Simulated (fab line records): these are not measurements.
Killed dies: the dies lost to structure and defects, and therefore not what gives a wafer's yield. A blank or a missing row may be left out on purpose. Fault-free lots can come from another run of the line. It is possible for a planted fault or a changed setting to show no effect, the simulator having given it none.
The tool behind it: which one? || flow n5_finfet || 24 wafers from 8 lots sampled at 5 of the route's 1938 steps

WHAT THE GAUGES SHOWED, per wafer
N5_BEOL_M4_RC_MEAS_101. Usual: DIBL_N 36.3 mV/V, standard deviation 1.4; DIBL_P 35.7 mV/V, standard deviation 1.5; IOFF_N 0.155 nA/um, standard deviation 0.022; IOFF_P 0.204 nA/um, standard deviation 0.027; ION_N 671 uA/um, standard deviation 9; ION_P 459 uA/um, standard deviation 6.2; SS_N 71.5 mV/dec, standard deviation 0.54; SS_P 73.1 mV/dec, standard deviation 0.56; VT_N 250.2 mV, standard deviation 2.6; VT_P -251 mV, standard deviation 3.3.
{"lot": "L845", "measured": "day 8 17:21", "on": "prober-01", "DIBL_N (mV/V)": "35.6 34.3 35.9", "DIBL_P (mV/V)": "34.2 33.4 34.4", "IOFF_N (nA/um)": "0.157 0.136 0.157", "IOFF_P (nA/um)": "0.207 0.192 0.203", "ION_N (uA/um)": "673 661 664", "ION_P (uA/um)": "457 461 457", "SS_N (mV/dec)": "71.9 71.4 71.1", "SS_P (mV/dec)": "72.7 72.6 72.8", "VT_N (mV)": "246.0 249.0 248.9", "VT_P (mV)": "-248 -249 -250", "flag": ""}
{"lot": "L849", "measured": "day 8 23:38", "on": "prober-02", "DIBL_N (mV/V)": "36.2 34.4 36.4", "DIBL_P (mV/V)": "35.2 33.4 34.8", "IOFF_N (nA/um)": "0.150 0.129 0.161", "IOFF_P (nA/um)": "0.229 0.214 0.235", "ION_N (uA/um)": "666 670 667", "ION_P (uA/um)": "468 471 461", "SS_N (mV/dec)": "71.1 70.6 70.9", "SS_P (mV/dec)": "73.1 72.0 73.4", "VT_N (mV)": "252.7 251.9 248.3", "VT_P (mV)": "-247 -250 -247", "flag": ""}
{"lot": "L858", "measured": "day 11 07:46", "on": "prober-01", "DIBL_N (mV/V)": "35.8 36.0 36.3", "DIBL_P (mV/V)": "33.7 34.3 33.9", "IOFF_N (nA/um)": "0.151 0.158 0.159", "IOFF_P (nA/um)": "0.171 0.180 0.179", "ION_N (uA/um)": "668 682 673", "ION_P (uA/um)": "451 462 457", "SS_N (mV/dec)": "72.0 70.8 71.1", "SS_P (mV/dec)": "73.8 73.5 74.0", "VT_N (mV)": "252.2 250.4 250.6", "VT_P (mV)": "-260 -255 -255", "flag": ""}
{"lot": "L860", "measured": "day 11 15:41", "on": "prober-02", "DIBL_N (mV/V)": "38.7 38.6 37.4", "DIBL_P (mV/V)": "36.4 36.9 35.5", "IOFF_N (nA/um)": "0.170 0.167 0.143", "IOFF_P (nA/um)": "0.212 0.211 0.199", "ION_N (uA/um)": "677 673 668", "ION_P (uA/um)": "462 457 456", "SS_N (mV/dec)": "72.5 72.1 72.0", "SS_P (mV/dec)": "73.1 74.2 73.8", "VT_N (mV)": "246.9 247.0 252.2", "VT_P (mV)": "-247 -252 -251", "flag": ""}
{"lot": "L863", "measured": "day 12 10:29", "on": "prober-01", "DIBL_N (mV/V)": "34.1 35.0 35.4", "DIBL_P (mV/V)": "33.5 34.6 34.6", "IOFF_N (nA/um)": "0.119 0.131 0.138", "IOFF_P (nA/um)": "0.174 0.185 0.192", "ION_N (uA/um)": "666 664 677", "ION_P (uA/um)": "457 457 462", "SS_N (mV/dec)": "71.0 71.2 71.6", "SS_P (mV/dec)": "72.7 72.9 73.0", "VT_N (mV)": "253.2 252.5 250.7", "VT_P (mV)": "-252 -251 -251", "flag": ""}
{"lot": "L865", "measured": "day 13 05:38", "on": "prober-01", "DIBL_N (mV/V)": "36.0 34.7 37.8", "DIBL_P (mV/V)": "35.2 33.2 37.7", "IOFF_N (nA/um)": "0.143 0.120 0.188", "IOFF_P (nA/um)": "0.185 0.159 0.224", "ION_N (uA/um)": "674 655 682", "ION_P (uA/um)": "459 450 464", "SS_N (mV/dec)": "71.3 72.0 71.5", "SS_P (mV/dec)": "72.9 72.7 73.9", "VT_N (mV)": "252.5 253.5 245.5", "VT_P (mV)": "-254 -254 -251", "flag": ""}
{"lot": "L867", "measured": "day 13 14:47", "on": "prober-01", "DIBL_N (mV/V)": "33.6 36.1 33.8", "DIBL_P (mV/V)": "33.7 36.6 33.5", "IOFF_N (nA/um)": "0.105 0.139 0.106", "IOFF_P (nA/um)": "0.161 0.207 0.159", "ION_N (uA/um)": "653 663 644", "ION_P (uA/um)": "456 461 452", "SS_N (mV/dec)": "71.3 71.6 70.9", "SS_P (mV/dec)": "72.2 73.2 72.9", "VT_N (mV)": "254.8 251.6 255.0", "VT_P (mV)": "-251 -251 -254", "flag": ""}
{"lot": "L868", "measured": "day 13 19:38", "on": "prober-01", "DIBL_N (mV/V)": "35.3 37.3 35.1", "DIBL_P (mV/V)": "34.7 35.9 34.5", "IOFF_N (nA/um)": "0.137 0.166 0.135", "IOFF_P (nA/um)": "0.179 0.192 0.178", "ION_N (uA/um)": "669 671 668", "ION_P (uA/um)": "460 452 457", "SS_N (mV/dec)": "71.7 71.9 71.5", "SS_P (mV/dec)": "72.8 72.1 72.3", "VT_N (mV)": "250.5 249.3 253.9", "VT_P (mV)": "-255 -252 -253", "flag": ""}

WHAT TOOL EACH LOT RAN ON (gives the tool, then ch and the chambers of the sampled wafers, and finally the start)
{"lot": "L845", "N5_BEOL_M2_ETCH_63": "rie_diel-01 ch 0,1, day 7 09:47", "N5_BEOL_M2_HM_OPEN_17": "rie_metal-01 ch 0,1, day 7 10:01", "N5_BEOL_M2_TRENCH_ETCH_37": "rie_diel-03 ch 0,1,3, day 7 11:55", "N5_BEOL_M2_SURFACE_TREAT_85": "pvd_sputter-02, day 7 12:44"}
{"lot": "L849", "N5_BEOL_M2_ETCH_63": "rie_diel-05 ch 1,2,3, day 7 15:47", "N5_BEOL_M2_HM_OPEN_17": "rie_metal-01 ch 0,1, day 7 16:00", "N5_BEOL_M2_TRENCH_ETCH_37": "rie_diel-03 ch 0,1, day 7 18:24", "N5_BEOL_M2_SURFACE_TREAT_85": "pvd_sputter-02, day 7 21:02"}
{"lot": "L858", "N5_BEOL_M2_ETCH_63": "rie_diel-03 ch 0,1,3, day 9 22:02", "N5_BEOL_M2_HM_OPEN_17": "rie_metal-01 ch 0,1, day 9 22:14", "N5_BEOL_M2_TRENCH_ETCH_37": "rie_diel-01 ch 1,2,3, day 10 03:05", "N5_BEOL_M2_SURFACE_TREAT_85": "pvd_sputter-02, day 10 04:26"}
{"lot": "L860", "N5_BEOL_M2_ETCH_63": "rie_diel-03 ch 0,1,2, day 10 07:32", "N5_BEOL_M2_HM_OPEN_17": "rie_metal-01 ch 0,1, day 10 07:44", "N5_BEOL_M2_TRENCH_ETCH_37": "rie_diel-03 ch 1,2,3, day 10 12:07", "N5_BEOL_M2_SURFACE_TREAT_85": "pvd_sputter-02, day 10 14:22"}
{"lot": "L863", "N5_BEOL_M2_ETCH_63": "rie_diel-03 ch 0,2, day 10 22:20", "N5_BEOL_M2_HM_OPEN_17": "rie_metal-03 ch 0, day 10 22:32", "N5_BEOL_M2_TRENCH_ETCH_37": "rie_diel-03 ch 2,3, day 11 03:40", "N5_BEOL_M2_SURFACE_TREAT_85": "pvd_sputter-01, day 11 04:37"}
{"lot": "L865", "N5_BEOL_M2_ETCH_63": "rie_diel-01 ch 0,2,3, day 11 13:02", "N5_BEOL_M2_HM_OPEN_17": "rie_metal-03 ch 0,1, day 11 13:14", "N5_BEOL_M2_TRENCH_ETCH_37": "rie_diel-01 ch 0,1,2, day 12 04:11", "N5_BEOL_M2_SURFACE_TREAT_85": "pvd_sputter-01, day 12 05:19"}
{"lot": "L867", "N5_BEOL_M2_ETCH_63": "rie_diel-03 ch 0,1, day 12 08:34", "N5_BEOL_M2_HM_OPEN_17": "rie_metal-02 ch 0,1, day 12 08:46", "N5_BEOL_M2_TRENCH_ETCH_37": "rie_diel-01 ch 0,1,2, day 12 10:26", "N5_BEOL_M2_SURFACE_TREAT_85": "pvd_sputter-02, day 12 11:37"}
{"lot": "L868", "N5_BEOL_M2_ETCH_63": "rie_diel-01 ch 0,3, day 12 12:41", "N5_BEOL_M2_HM_OPEN_17": "rie_metal-03 ch 0,1, day 12 12:55", "N5_BEOL_M2_TRENCH_ETCH_37": "rie_diel-05 ch 1,2,3, day 12 14:58", "N5_BEOL_M2_SURFACE_TREAT_85": "pvd_sputter-03, day 12 16:00"}
- N5_BEOL_M2_ETCH_63: etches SiARC in CF4, target depth 15.6 nm, time 26 s.
- N5_BEOL_M2_HM_OPEN_17: chemistry Cl2/BCl3, target TiN, target depth 20 nm, overetch 6 nm.
- N5_BEOL_M2_TRENCH_ETCH_37: etches SiOC in C4F6/O2, target depth 55.555 nm, time 29.2 s.
- N5_BEOL_M2_SURFACE_TREAT_85

WHAT THE TOOLS THEMSELVES READ (means of the sampled wafers that have a number; where no wafer has one, the mark that the record gives instead)
N5_BEOL_M2_ETCH_63. Usual: bias_w 36.01 W, standard deviation 0.1; cf4_flow_sccm 100.05 sccm, standard deviation 0.28; drypump_motor_current_A 5.9 A, standard deviation 0.47; etch_rf_on_time_s 26.3 s, standard deviation 0.39; oes_product_au 0.66 a.u., standard deviation 0.07; rf_fwd_power_W 532.5 W, standard deviation 2.2; rf_vpp_V 184.2 V, standard deviation 1.2; showerhead_plenum_p_Torr 2.15 Torr, standard deviation 0.077; throttle_valve_pct 15.54 %, standard deviation 0.25.
{"lot": "L845", "tool": "rie_diel-01", "bias_w (W)": 36.00, "cf4_flow_sccm (sccm)": 100.25, "drypump_motor_current_A (A)": 5.9, "etch_rf_on_time_s (s)": 26.6, "oes_product_au (a.u.)": 0.60, "rf_fwd_power_W (W)": 530.7, "rf_vpp_V (V)": 184.1, "showerhead_plenum_p_Torr (Torr)": 2.10, "throttle_valve_pct (%)": 15.54, "flag": ""}
{"lot": "L849", "tool": "rie_diel-05", "bias_w (W)": 36.00, "cf4_flow_sccm (sccm)": 99.87, "drypump_motor_current_A (A)": 6.0, "etch_rf_on_time_s (s)": 26.4, "oes_product_au (a.u.)": 0.61, "rf_fwd_power_W (W)": 533.8, "rf_vpp_V (V)": 183.7, "showerhead_plenum_p_Torr (Torr)": 2.13, "throttle_valve_pct (%)": 15.79, "flag": ""}
{"lot": "L858", "tool": "rie_diel-03", "bias_w (W)": 35.93, "cf4_flow_sccm (sccm)": 99.80, "drypump_motor_current_A (A)": 6.1, "etch_rf_on_time_s (s)": 26.2, "oes_product_au (a.u.)": 0.69, "rf_fwd_power_W (W)": 531.8, "rf_vpp_V (V)": 184.2, "showerhead_plenum_p_Torr (Torr)": 2.14, "throttle_valve_pct (%)": 15.43, "flag": ""}
{"lot": "L860", "tool": "rie_diel-03", "bias_w (W)": 35.93, "cf4_flow_sccm (sccm)": 100.08, "drypump_motor_current_A (A)": 6.2, "etch_rf_on_time_s (s)": 26.2, "oes_product_au (a.u.)": 0.67, "rf_fwd_power_W (W)": 532.4, "rf_vpp_V (V)": 184.9, "showerhead_plenum_p_Torr (Torr)": 2.19, "throttle_valve_pct (%)": 15.61, "flag": ""}
{"lot": "L863", "tool": "rie_diel-03", "bias_w (W)": 35.90, "cf4_flow_sccm (sccm)": 100.30, "drypump_motor_current_A (A)": 6.4, "etch_rf_on_time_s (s)": 26.0, "oes_product_au (a.u.)": 0.70, "rf_fwd_power_W (W)": 534.9, "rf_vpp_V (V)": 185.1, "showerhead_plenum_p_Torr (Torr)": 2.13, "throttle_valve_pct (%)": 15.66, "flag": ""}
{"lot": "L865", "tool": "rie_diel-01", "bias_w (W)": 36.03, "cf4_flow_sccm (sccm)": 100.27, "drypump_motor_current_A (A)": 5.3, "etch_rf_on_time_s (s)": 26.2, "oes_product_au (a.u.)": 0.71, "rf_fwd_power_W (W)": 532.5, "rf_vpp_V (V)": 185.1, "showerhead_plenum_p_Torr (Torr)": 2.23, "throttle_valve_pct (%)": 15.26, "flag": ""}
{"lot": "L867", "tool": "rie_diel-03", "bias_w (W)": 36.11, "cf4_flow_sccm (sccm)": 100.26, "drypump_motor_current_A (A)": 5.9, "etch_rf_on_time_s (s)": 26.3, "oes_product_au (a.u.)": 0.67, "rf_fwd_power_W (W)": 531.6, "rf_vpp_V (V)": 184.1, "showerhead_plenum_p_Torr (Torr)": 2.19, "throttle_valve_pct (%)": 15.42, "flag": ""}
{"lot": "L868", "tool": "rie_diel-01", "bias_w (W)": 36.07, "cf4_flow_sccm (sccm)": 100.10, "drypump_motor_current_A (A)": 5.2, "etch_rf_on_time_s (s)": 26.4, "oes_product_au (a.u.)": 0.69, "rf_fwd_power_W (W)": 535.1, "rf_vpp_V (V)": 184.5, "showerhead_plenum_p_Torr (Torr)": 2.22, "throttle_valve_pct (%)": 15.26, "flag": ""}

N5_BEOL_M2_HM_OPEN_17. Usual: bias_w 126.1 W, standard deviation 0.4; drypump_motor_current_A 5.8 A, standard deviation 0.47; oes_product_au 0.66 a.u., standard deviation 0.06; rf_fwd_power_W 994 W, standard deviation 3.9; throttle_valve_pct 22.03 %, standard deviation 0.065.
{"lot": "L845", "tool": "rie_metal-01", "bias_w (W)": 125.8, "drypump_motor_current_A (A)": 6.1, "oes_product_au (a.u.)": 0.66, "rf_fwd_power_W (W)": 990, "throttle_valve_pct (%)": 21.97, "flag": ""}
{"lot": "L849", "tool": "rie_metal-01", "bias_w (W)": 125.9, "drypump_motor_current_A (A)": 6.1, "oes_product_au (a.u.)": 0.66, "rf_fwd_power_W (W)": 995, "throttle_valve_pct (%)": 21.97, "flag": ""}
{"lot": "L858", "tool": "rie_metal-01", "bias_w (W)": 125.9, "drypump_motor_current_A (A)": 6.1, "oes_product_au (a.u.)": 0.64, "rf_fwd_power_W (W)": 989, "throttle_valve_pct (%)": 21.98, "flag": ""}
{"lot": "L860", "tool": "rie_metal-01", "bias_w (W)": 126.0, "drypump_motor_current_A (A)": 6.3, "oes_product_au (a.u.)": 0.66, "rf_fwd_power_W (W)": 990, "throttle_valve_pct (%)": 22.04, "flag": ""}
{"lot": "L863", "tool": "rie_metal-03", "bias_w (W)": 126.1, "drypump_motor_current_A (A)": 5.2, "oes_product_au (a.u.)": 0.73, "rf_fwd_power_W (W)": 997, "throttle_valve_pct (%)": 22.03, "flag": ""}
{"lot": "L865", "tool": "rie_metal-03", "bias_w (W)": 126.0, "drypump_motor_current_A (A)": 5.4, "oes_product_au (a.u.)": 0.68, "rf_fwd_power_W (W)": 996, "throttle_valve_pct (%)": 22.06, "flag": ""}
{"lot": "L867", "tool": "rie_metal-02", "bias_w (W)": 125.6, "drypump_motor_current_A (A)": 5.8, "oes_product_au (a.u.)": 0.68, "rf_fwd_power_W (W)": 992, "throttle_valve_pct (%)": 22.00, "flag": ""}
{"lot": "L868", "tool": "rie_metal-03", "bias_w (W)": 126.1, "drypump_motor_current_A (A)": 5.4, "oes_product_au (a.u.)": 0.66, "rf_fwd_power_W (W)": 995, "throttle_valve_pct (%)": 22.07, "flag": ""}

N5_BEOL_M2_TRENCH_ETCH_37. Usual: bias_w 185.0 W, standard deviation 0.57; drypump_motor_current_A 5.8 A, standard deviation 0.5; oes_product_au 0.77 a.u., standard deviation 0.078; rf_fwd_power_W 350.6 W, standard deviation 1.4; rf_vpp_V 663 V, standard deviation 5.5; showerhead_plenum_p_Torr 2.87 Torr, standard deviation 0.1; throttle_valve_pct 20.76 %, standard deviation 0.23.
{"lot": "L845", "tool": "rie_diel-03", "bias_w (W)": 184.8, "drypump_motor_current_A (A)": 6.1, "oes_product_au (a.u.)": 0.83, "rf_fwd_power_W (W)": 351.4, "rf_vpp_V (V)": 660, "showerhead_plenum_p_Torr (Torr)": 2.85, "throttle_valve_pct (%)": 20.65, "flag": ""}
{"lot": "L849", "tool": "rie_diel-03", "bias_w (W)": 185.1, "drypump_motor_current_A (A)": 5.9, "oes_product_au (a.u.)": 0.83, "rf_fwd_power_W (W)": 352.6, "rf_vpp_V (V)": 661, "showerhead_plenum_p_Torr (Torr)": 2.93, "throttle_valve_pct (%)": 20.58, "flag": ""}
{"lot": "L858", "tool": "rie_diel-01", "bias_w (W)": 184.8, "drypump_motor_current_A (A)": 5.5, "oes_product_au (a.u.)": 0.77, "rf_fwd_power_W (W)": 350.4, "rf_vpp_V (V)": 666, "showerhead_plenum_p_Torr (Torr)": 2.90, "throttle_valve_pct (%)": 20.64, "flag": ""}
{"lot": "L860", "tool": "rie_diel-03", "bias_w (W)": 166.8, "drypump_motor_current_A (A)": 6.2, "oes_product_au (a.u.)": 0.73, "rf_fwd_power_W (W)": 349.4, "rf_vpp_V (V)": 612, "showerhead_plenum_p_Torr (Torr)": 2.89, "throttle_valve_pct (%)": 20.84, "flag": "OFF"}
{"lot": "L863", "tool": "rie_diel-03", "bias_w (W)": 166.5, "drypump_motor_current_A (A)": 6.5, "oes_product_au (a.u.)": 0.70, "rf_fwd_power_W (W)": 350.5, "rf_vpp_V (V)": 611, "showerhead_plenum_p_Torr (Torr)": 2.86, "throttle_valve_pct (%)": 21.05, "flag": "OFF"}
{"lot": "L865", "tool": "rie_diel-01", "bias_w (W)": 184.8, "drypump_motor_current_A (A)": 5.6, "oes_product_au (a.u.)": 0.79, "rf_fwd_power_W (W)": 349.1, "rf_vpp_V (V)": 667, "showerhead_plenum_p_Torr (Torr)": 2.87, "throttle_valve_pct (%)": 20.57, "flag": ""}
{"lot": "L867", "tool": "rie_diel-01", "bias_w (W)": 185.3, "drypump_motor_current_A (A)": 5.6, "oes_product_au (a.u.)": 0.79, "rf_fwd_power_W (W)": 349.7, "rf_vpp_V (V)": 667, "showerhead_plenum_p_Torr (Torr)": 2.87, "throttle_valve_pct (%)": 20.57, "flag": ""}
{"lot": "L868", "tool": "rie_diel-05", "bias_w (W)": 185.1, "drypump_motor_current_A (A)": 6.0, "oes_product_au (a.u.)": 0.77, "rf_fwd_power_W (W)": 351.6, "rf_vpp_V (V)": 658, "showerhead_plenum_p_Torr (Torr)": 2.80, "throttle_valve_pct (%)": 20.89, "flag": ""}

THE ANSWER, worked out from the rows above alone
Rule: a lot counts as off when the mean over its wafers that have a number is more than 3 standard deviations away from the usual mean. Also off: a lot with no number at a reading for which 4 or more lots have one. The other lots that the step has rows for count as sound. First the gauges in route order, then the tools' own readings, where a lot's mean is used as printed above. At the first step where some lot is off, the reading lying furthest off is the one used; lots without a number count as furthest.
Off: L860, L863, at N5_BEOL_M2_TRENCH_ETCH_37 (bias_w).
If a tool, at that step or one of the process steps before it, ran each lot that is off and ran no sound lot following the first of them, it fits. One candidate fits, namely rie_diel-03 at N5_BEOL_M2_TRENCH_ETCH_37. Its last sound lot is L849 (day 7 18:24), its first lot that is off L860 (day 10 12:07): a fault that began between those two fits.
The tool's own readings at N5_BEOL_M2_TRENCH_ETCH_37 bear it out: on the lots that are off they differ by more than 5 times the standard deviation of the sound lots' means. bias_w reads 166.7 W there against 185.0 W on the sound lots; rf_vpp_V reads 612 V there against 663 V on the sound lots.

WHAT WAS PUT IN BY THE SIMULATOR
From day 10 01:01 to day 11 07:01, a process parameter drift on rie_diel-03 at N5_BEOL_M2_TRENCH_ETCH_37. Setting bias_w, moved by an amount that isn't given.
Struck lots among those shown: L860, L863. The rule given above showed the same thing.
